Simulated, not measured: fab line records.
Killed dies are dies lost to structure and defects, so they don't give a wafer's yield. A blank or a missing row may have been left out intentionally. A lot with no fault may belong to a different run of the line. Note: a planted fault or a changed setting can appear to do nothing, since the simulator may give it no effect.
Matching of chambers	flow n5-finfet	3 sister chambers for N5_BEOL_M4_CO_CAP_55 on cvd-co-01
The step material Co, precursor CCTBA/H2, target thk 2 nm, time 102.1 s. 3 wafers are shown with their chamber, then 7 later ones without.

## WAFERS WITH THEIR CHAMBER
wafer	chamber	heater-power-w (W)
L235.5	1	241
L238.4	0	214
L240.5	2	232

## WAFERS WITHOUT THEIR CHAMBER
wafer	heater-power-w (W)
L240.6	214
L248.2	218
L248.3	239
L248.4	213
L253.1	214
L253.3	235
L253.5	238

## THE CHAMBER EACH PASSED THROUGH
wafer	from the rows above	in truth
L240.6	0	0
L248.2	0	0
L248.3	1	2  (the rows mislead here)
L248.4	0	0
L253.1	0	0
L253.3	can't be placed: 2 or 1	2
L253.5	can't be placed: 1 or 2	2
Correctly placed: 4 of 7. Cannot be placed on the basis of these rows: 2; the candidates contain the true chamber in 2. 1 placed wrongly.
How it was worked out, from the rows above alone: a wafer's distance from a chamber is the root of the sum, over the readings, of the square of ((its reading less the chamber's mean) divided by the reading's scatter). The wafer belongs to the nearest chamber; if the next one is less than 2 further off, it can't be placed. The mean given for a chamber averages the wafers shown for that chamber. The scatter (one wafer shown for each chamber): square how far every hidden wafer sits from the nearest shown wafer, average those squares and take the square root.
